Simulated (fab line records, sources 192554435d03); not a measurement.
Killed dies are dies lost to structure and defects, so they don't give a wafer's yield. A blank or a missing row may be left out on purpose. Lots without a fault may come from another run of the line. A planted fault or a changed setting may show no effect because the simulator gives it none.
One fault seen from 2 desks | flow n5_finfet | each desk has only its own numbers; what lay behind them comes last

THE TOOL OWNER'S DESK: rie_diel-05
The tool's own readings at N5_BEOL_M0_SAQP_ETCH_88 (etches underlayer in N2/H2, target depth 6.5 nm, time 5.2 s): means of the sampled wafers that have a number, for each lot that ran on this tool. A lot is out of limits, marked OUT, if its mean lies more than 4 standard deviations from the usual mean; the brackets give that distance.
Columns: A = drypump_motor_current_A at N5_BEOL_M0_SAQP_ETCH_88, usual 5.8 A; B = etch_rf_on_time_s at N5_BEOL_M0_SAQP_ETCH_88, usual 5.13 s; C = oes_product_au at N5_BEOL_M0_SAQP_ETCH_88, usual 0.64 a.u.; D = rf_fwd_power_W at N5_BEOL_M0_SAQP_ETCH_88, usual 819.5 W; E = rf_vpp_V at N5_BEOL_M0_SAQP_ETCH_88, usual 524.1 V; F = showerhead_plenum_p_Torr at N5_BEOL_M0_SAQP_ETCH_88, usual 2.55 Torr; G = throttle_valve_pct at N5_BEOL_M0_SAQP_ETCH_88, usual 17.89 %
lot  | first seen here | A   | B              | C    | D               | E               | F    | G
L618 | day 6 17:27     | 5.7 | 5.07           | 0.66 | 819.3           | 526.1           | 2.61 | 17.76
L625 | day 8 09:39     | 6.0 | 6.38 (+13) OUT | 0.54 | 616.9 (-81) OUT | 575.2 (+22) OUT | 2.59 | 17.96
L627 | day 8 21:52     | 6.0 | 6.39 (+13) OUT | 0.55 | 617.4 (-81) OUT | 574.0 (+22) OUT | 2.59 | 17.75
This desk's finding: out of limits on L625, L627; first on L625, day 8 09:39 (etch_rf_on_time_s at N5_BEOL_M0_SAQP_ETCH_88). In limits: L618.

THE METROLOGY DESK
What the gauges read, lot by lot, whatever tool the lot ran on: means of the sampled wafers that have a number. A lot is out of limits, marked OUT, if its mean lies more than 4 standard deviations from the usual mean; the brackets give that distance. Of its 12 readings 7 are shown: those that lie furthest out on some lot.
Columns: A = DIBL_N at N5_BEOL_M4_RC_MEAS_101, usual 36.1 mV/V; B = DIBL_P at N5_BEOL_M4_RC_MEAS_101, usual 36.1 mV/V; C = IOFF_N at N5_BEOL_M4_RC_MEAS_101, usual 0.15 nA/um; D = ION_P at N5_BEOL_M4_RC_MEAS_101, usual 463 uA/um; E = SS_N at N5_BEOL_M4_RC_MEAS_101, usual 71.5 mV/dec; F = SS_P at N5_BEOL_M4_RC_MEAS_101, usual 73.1 mV/dec; G = VT_N at N5_BEOL_M4_RC_MEAS_101, usual 251 mV
lot  | first seen here | A    | B    | C    | D   | E    | F    | G
L615 | day 5 21:46     | 40.4 | 41.8 | 0.23 | 463 | 72.8 | 74.6 | 246
L617 | day 6 11:35     | 35.0 | 34.7 | 0.13 | 448 | 71.2 | 73.3 | 254
L618 | day 6 16:52     | 33.9 | 32.2 | 0.11 | 459 | 70.8 | 72.7 | 255
L621 | day 7 10:45     | 37.9 | 37.8 | 0.16 | 472 | 71.4 | 73.2 | 249
L625 | day 8 09:03     | 38.0 | 37.7 | 0.19 | 462 | 72.1 | 73.4 | 248
L627 | day 8 21:17     | 35.8 | 34.5 | 0.14 | 460 | 71.3 | 72.5 | 252
L633 | day 10 08:38    | 34.7 | 32.4 | 0.12 | 455 | 70.9 | 72.0 | 257
L635 | day 10 21:31    | 36.9 | 36.7 | 0.16 | 455 | 72.0 | 72.7 | 250
L637 | day 11 07:32    | 36.5 | 38.1 | 0.17 | 461 | 71.9 | 73.2 | 253
This desk's finding: nothing out of limits on any of the 9 lots.

PUT TOGETHER
The tool owner's desk could have raised an alarm at day 8 09:39, on L625, L627.
The metrology desk saw nothing out of limits.
The metrology desk has L625, L627 on record, within its limits.
Of the lots named, all ran N5_BEOL_M0_SAQP_ETCH_88 on rie_diel-05.

WHAT THE SIMULATOR HAD PUT IN
Process parameter drift: rie_diel-05, from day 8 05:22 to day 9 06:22, at N5_BEOL_M0_SAQP_ETCH_88. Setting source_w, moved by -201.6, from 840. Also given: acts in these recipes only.
Lots struck among those shown: L625, L627.
Hours from the fault's start to each desk's first reading out of limits: the tool owner's desk, 4.
